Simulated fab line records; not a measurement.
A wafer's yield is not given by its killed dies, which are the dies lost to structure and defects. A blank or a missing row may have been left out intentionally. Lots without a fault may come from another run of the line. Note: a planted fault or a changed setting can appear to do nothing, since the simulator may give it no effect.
Chamber matching -- flow nand harc -- cmp-03 running NHARC_P_M0_CMP_23: 4 sister chambers
The step polishes, t overpolish 20 s, target thk 117.54 nm. 4 wafers are shown with their chamber, then 10 later ones without.

EACH WAFER AND ITS CHAMBER
wafer,chamber,time to endpoint s (s)
L085.6,0,33
L088.3,2,27
L093.2,3,27
L093.4,1,26

WAFERS WITHOUT THEIR CHAMBER
wafer,time to endpoint s (s)
L093.6,26
L095.1,28
L095.2,28
L095.6,32
L095.3,27
L095.4,33
L095.5,29
L097.2,28
L097.3,27
L097.5,31

EACH ONE'S CHAMBER
wafer,from the rows above,in truth
L093.6,can't be placed: 1 or 2 or 3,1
L095.1,can't be placed: 2 or 3 or 1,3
L095.2,can't be placed: 2 or 3 or 1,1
L095.6,0,0
L095.3,can't be placed: 2 or 3 or 1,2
L095.4,0,0
L095.5,can't be placed: 2 or 3 or 1 or 0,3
L097.2,can't be placed: 2 or 3 or 1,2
L097.3,can't be placed: 2 or 3 or 1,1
L097.5,can't be placed: 0 or 2 or 3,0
2 of 10 placed correctly. From these rows, 8 cannot be placed; in 8 the true chamber is one of the candidates. Wrongly placed: 0.
How it was worked out, from the rows above alone: a wafer's distance from a chamber is the root of the sum, over the readings, of the square of ((its reading less the chamber's mean) divided by the reading's scatter). The wafer belongs to the nearest chamber; if the next one is less than 2 further off, it can't be placed. Each chamber's mean is taken over the wafers shown for it. The scatter: root of mean squared gap, hidden wafer to nearest shown wafer, with one shown wafer a chamber.
